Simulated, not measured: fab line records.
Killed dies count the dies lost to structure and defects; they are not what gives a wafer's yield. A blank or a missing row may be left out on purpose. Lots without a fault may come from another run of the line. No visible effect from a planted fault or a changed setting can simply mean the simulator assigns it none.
Lot-split experiment :: flow n5-finfet :: route with 1938 steps; 7 lots, 21 wafers read

== THE SPLIT ITSELF ==
At N5_SD_EPI_N_EPI_21 (deposits Si:P, time 690 s), the setting epi-growth-time-s was moved away from the recipe's 690 s on 8 of the 21 wafers read, by -10.5% to +9.2%. All remaining wafers had this setting at the recipe value.

The reading comes from the split's own step.

== THE READING ==
Si-P_of_SD_EPI_N_EPI_21.thk-nm (the simulator's own value, which no gauge read), in nm, at N5_SD_EPI_N_EPI_21 (deposits Si:P, time 690 s). There is no usual value for it anywhere in the file. Average 59.7 nm, standard deviation 0.62 nm, over the 13 wafers here run with the recipe.

wafer: L077.2
tool, chamber at the split: epi-rpcvd-03, 0
epi-growth-time-s as run, s: 690
against the recipe: recipe
Si-P_of_SD_EPI_N_EPI_21.thk-nm, nm: 59.8
against lot-mates on the recipe: -

wafer: L077.3
tool, chamber at the split: epi-rpcvd-03, 0
epi-growth-time-s as run, s: 745.3
against the recipe: +8.0%
Si-P_of_SD_EPI_N_EPI_21.thk-nm, nm: 62.8
against lot-mates on the recipe: +3.0

wafer: L077.4
tool, chamber at the split: epi-rpcvd-03, 0
epi-growth-time-s as run, s: 745.3
against the recipe: +8.0%
Si-P_of_SD_EPI_N_EPI_21.thk-nm, nm: 63.8
against lot-mates on the recipe: +4.0

wafer: L080.2
tool, chamber at the split: epi-rpcvd-03, 0
epi-growth-time-s as run, s: 753.5
against the recipe: +9.2%
Si-P_of_SD_EPI_N_EPI_21.thk-nm, nm: 64.4
against lot-mates on the recipe: +4.0

wafer: L080.4
tool, chamber at the split: epi-rpcvd-03, 0
epi-growth-time-s as run, s: 753.5
against the recipe: +9.2%
Si-P_of_SD_EPI_N_EPI_21.thk-nm, nm: 63.4
against lot-mates on the recipe: +3.0

wafer: L080.5
tool, chamber at the split: epi-rpcvd-03, 0
epi-growth-time-s as run, s: 690
against the recipe: recipe
Si-P_of_SD_EPI_N_EPI_21.thk-nm, nm: 60.4
against lot-mates on the recipe: -

wafer: L084.1
tool, chamber at the split: epi-rpcvd-03, 0
epi-growth-time-s as run, s: 617.7
against the recipe: -10.5%
Si-P_of_SD_EPI_N_EPI_21.thk-nm, nm: 55.2
against lot-mates on the recipe: -5.3

wafer: L084.2
tool, chamber at the split: epi-rpcvd-03, 0
epi-growth-time-s as run, s: 690
against the recipe: recipe
Si-P_of_SD_EPI_N_EPI_21.thk-nm, nm: 61
against lot-mates on the recipe: -

wafer: L084.4
tool, chamber at the split: epi-rpcvd-03, 0
epi-growth-time-s as run, s: 690
against the recipe: recipe
Si-P_of_SD_EPI_N_EPI_21.thk-nm, nm: 60
against lot-mates on the recipe: -

wafer: L085.2
tool, chamber at the split: epi-rpcvd-04, 0
epi-growth-time-s as run, s: 647.7
against the recipe: -6.1%
Si-P_of_SD_EPI_N_EPI_21.thk-nm, nm: 57.4
against lot-mates on the recipe: -2.3

wafer: L085.4
tool, chamber at the split: epi-rpcvd-04, 0
epi-growth-time-s as run, s: 690
against the recipe: recipe
Si-P_of_SD_EPI_N_EPI_21.thk-nm, nm: 59.4
against lot-mates on the recipe: -

wafer: L085.5
tool, chamber at the split: epi-rpcvd-04, 0
epi-growth-time-s as run, s: 690
against the recipe: recipe
Si-P_of_SD_EPI_N_EPI_21.thk-nm, nm: 60
against lot-mates on the recipe: -

wafer: L087.2
tool, chamber at the split: epi-rpcvd-04, 0
epi-growth-time-s as run, s: 690
against the recipe: recipe
Si-P_of_SD_EPI_N_EPI_21.thk-nm, nm: 59.8
against lot-mates on the recipe: -

wafer: L087.3
tool, chamber at the split: epi-rpcvd-04, 0
epi-growth-time-s as run, s: 690
against the recipe: recipe
Si-P_of_SD_EPI_N_EPI_21.thk-nm, nm: 60
against lot-mates on the recipe: -

wafer: L087.5
tool, chamber at the split: epi-rpcvd-04, 0
epi-growth-time-s as run, s: 690
against the recipe: recipe
Si-P_of_SD_EPI_N_EPI_21.thk-nm, nm: 59
against lot-mates on the recipe: -

wafer: L090.2
tool, chamber at the split: epi-rpcvd-03, 0
epi-growth-time-s as run, s: 690
against the recipe: recipe
Si-P_of_SD_EPI_N_EPI_21.thk-nm, nm: 59.2
against lot-mates on the recipe: -

wafer: L090.3
tool, chamber at the split: epi-rpcvd-03, 0
epi-growth-time-s as run, s: 690
against the recipe: recipe
Si-P_of_SD_EPI_N_EPI_21.thk-nm, nm: 59.2
against lot-mates on the recipe: -

wafer: L090.5
tool, chamber at the split: epi-rpcvd-03, 0
epi-growth-time-s as run, s: 690
against the recipe: recipe
Si-P_of_SD_EPI_N_EPI_21.thk-nm, nm: 59.2
against lot-mates on the recipe: -

wafer: L091.1
tool, chamber at the split: epi-rpcvd-02, 0
epi-growth-time-s as run, s: 628.6
against the recipe: -8.9%
Si-P_of_SD_EPI_N_EPI_21.thk-nm, nm: 55.4
against lot-mates on the recipe: -3.2

wafer: L091.4
tool, chamber at the split: epi-rpcvd-02, 0
epi-growth-time-s as run, s: 690
against the recipe: recipe
Si-P_of_SD_EPI_N_EPI_21.thk-nm, nm: 58.6
against lot-mates on the recipe: -

wafer: L091.6
tool, chamber at the split: epi-rpcvd-02, 0
epi-growth-time-s as run, s: 628.6
against the recipe: -8.9%
Si-P_of_SD_EPI_N_EPI_21.thk-nm, nm: 56
against lot-mates on the recipe: -2.6

THE FIT
A straight line over all 21 wafers: Si-P_of_SD_EPI_N_EPI_21.thk-nm changes by +0.443 nm for each +1% of epi-growth-time-s; r = +0.97; the points scatter about the line by 0.58 nm.
The same after taking each lot's own level away (the mean of its wafers on the recipe; 21 wafers): +0.401 nm for each +1%; r = +0.98; scatter 0.5 nm.
On that fit, the largest move of epi-growth-time-s shifts the reading by 4.2 nm.
The lots' own levels span 58.60 to 60.50 nm, that is 3.1 times the standard deviation above.
Hence the slope depends on the lot-to-lot level, as the two fits are not the same.
Check: -3.83 nm against its lot-mates is what the line predicts for one of the wafers moved furthest among these (-10.5%) when that wafer is left out of the fit. Against them it came out at -5.3 nm.

== FURTHER SPLITS ON THESE WAFERS ==
Before the reading, these wafers also passed through other splits. Each is held against what the fit with the lots' levels taken away leaves over:
other split on the same wafers: N5_WELL_APT_PEB_23 peb-temp-c
wafers away from the commonest value: 9
r with Si-P_of_SD_EPI_N_EPI_21.thk-nm (lot level and that fit taken away): +0.17

other split on the same wafers: N5_WELL_APT_DEVELOP_24 develop-time-s
wafers away from the commonest value: 7
r with Si-P_of_SD_EPI_N_EPI_21.thk-nm (lot level and that fit taken away): +0.29

other split on the same wafers: N5_FIN_SAQP_ALD_61 temp-c
wafers away from the commonest value: 7
r with Si-P_of_SD_EPI_N_EPI_21.thk-nm (lot level and that fit taken away): +0.32

other split on the same wafers: N5_FIN_SAQP_PECVD_47 time-s
wafers away from the commonest value: 8
r with Si-P_of_SD_EPI_N_EPI_21.thk-nm (lot level and that fit taken away): +0.39

other split on the same wafers: N5_FIN_SAQP_SPACER1_ALD_24 ald-cycles
wafers away from the commonest value: 9
r with Si-P_of_SD_EPI_N_EPI_21.thk-nm (lot level and that fit taken away): +0.02

other split on the same wafers: N5_DUMMY_GATE_COAT_34 spin-rpm
wafers away from the commonest value: 10
r with Si-P_of_SD_EPI_N_EPI_21.thk-nm (lot level and that fit taken away): +0.18

== THE WHOLE CHAIN: every reading that the file lists as answering this split, in the file's order ==
step: N5_SD_EPI_N_EPI_21
what it does: deposits Si:P, time 690 s
reading: Si-P_of_SD_EPI_N_EPI_21.thk-nm (the simulator's own value, which no gauge read)
change (the file's fit): +0.415 nm for each +1% of the setting
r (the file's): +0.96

step: N5_SD_EPI_N_EPI_MEAS_23
what it does: 
reading: thk-nm
change (the file's fit): withheld for each +1% of the setting
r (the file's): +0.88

== THE FILE'S OWN FIT ==
Si-P_of_SD_EPI_N_EPI_21.thk-nm changes by +0.415 nm for each +1% of epi-growth-time-s, r = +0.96.
